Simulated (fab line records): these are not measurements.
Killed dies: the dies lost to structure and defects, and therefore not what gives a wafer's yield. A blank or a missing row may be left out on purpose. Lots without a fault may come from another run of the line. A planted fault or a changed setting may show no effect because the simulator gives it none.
2 desks looking at one fault    flow n5_finfet    every desk sees just its own numbers, and what lay behind them comes last

## AT THE TOOL OWNER'S DESK: pecvd-01
The tool's own readings at N5_BEOL_M11_ILD_DEP_00 (deposits SiCOH lowk from DEMS/porogen, target thk 308.51 nm, time 58 s): means of the sampled wafers that have a number, for each lot that ran on this tool. Any lot whose mean is over 4 standard deviations away from the usual mean is out of limits and marked OUT; that distance is given in the brackets.
Columns: A = heater_power_w at N5_BEOL_M11_ILD_DEP_00, usual 328 W; B = run_length_s at N5_BEOL_M11_ILD_DEP_00, usual 100.9 s; C = showerhead_plenum_p_Torr at N5_BEOL_M11_ILD_DEP_00, usual 5.742 Torr; D = throttle_valve_pct at N5_BEOL_M11_ILD_DEP_00, usual 13.8 %
lot   first seen here  A    B                C      D
L608  day 13 15:22     285  114.2 (+21) OUT  5.730  13.6
L617  day 16 12:33     306  101.8            5.737  14.1
Finding of this desk: L608 out of limits; the first was L608 at day 13 15:22, on run_length_s at N5_BEOL_M11_ILD_DEP_00. L617: within limits.

## METROLOGY DESK
What the gauges read, lot by lot, whatever tool the lot ran on: means of the sampled wafers that have a number. Any lot whose mean is over 4 standard deviations away from the usual mean is out of limits and marked OUT; that distance is given in the brackets. Shown are 7 of the 11 readings it has, namely the first that went out of limits plus those furthest out on some lot.
Columns: A = IOFF_N at N5_BEOL_M4_RC_MEAS_101, usual 0.160 nA/um; B = IOFF_P at N5_BEOL_M4_RC_MEAS_101, usual 0.21 nA/um; C = ION_P at N5_BEOL_M4_RC_MEAS_101, usual 461 uA/um; D = SS_N at N5_BEOL_M4_RC_MEAS_101, usual 71.4 mV/dec; E = VT_N at N5_BEOL_M4_RC_MEAS_101, usual 249.3 mV; F = VT_P at N5_BEOL_M4_RC_MEAS_101, usual -250 mV; G = M11_ILD_THK at N5_BEOL_M11_THK_MEAS_01, usual 268 nm
lot   first seen here  A      B     C    D     E      F     G
L595  day 7 17:38      0.160  0.24  475  71.2  249.3  -244  266
L597  day 9 00:26      0.138  0.22  468  71.2  251.5  -247  267
L608  day 11 10:28     0.157  0.22  465  71.3  249.6  -249  334 (+18) OUT
L610  day 11 15:05     0.143  0.16  455  71.0  249.0  -254  270
L612  day 11 21:24     0.198  0.28  473  71.5  244.7  -244  269
L613  day 12 12:24     0.174  0.21  458  72.1  247.6  -249  269
L614  day 13 00:23     0.170  0.26  466  71.9  249.2  -245  267
L617  day 13 21:41     0.164  0.21  458  71.6  248.3  -250  268
L618  day 14 04:16     0.158  0.20  459  71.1  251.7  -252  268
This desk's result: L608 out of limits, first on L608 (M11_ILD_THK at N5_BEOL_M11_THK_MEAS_01), day 13 15:57. L595, L597, L610, L612, L613, L614, L617, L618: within limits.

## TAKEN TOGETHER
At day 13 15:22, on L608, the tool owner's desk was in a position to raise an alarm.
An alarm was possible from the metrology desk at day 13 15:57, on L608.
On pecvd-01, each named lot ran N5_BEOL_M11_ILD_DEP_00.

## WHAT THE SIMULATOR PUT IN
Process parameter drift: pecvd-01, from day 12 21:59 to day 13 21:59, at N5_BEOL_M11_ILD_DEP_00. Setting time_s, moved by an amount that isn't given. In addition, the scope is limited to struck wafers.
Lots struck among those shown: L608.
Counting hours from when the fault started, the first reading out of limits came at 17 for the tool owner's desk and at 18 for the metrology desk.
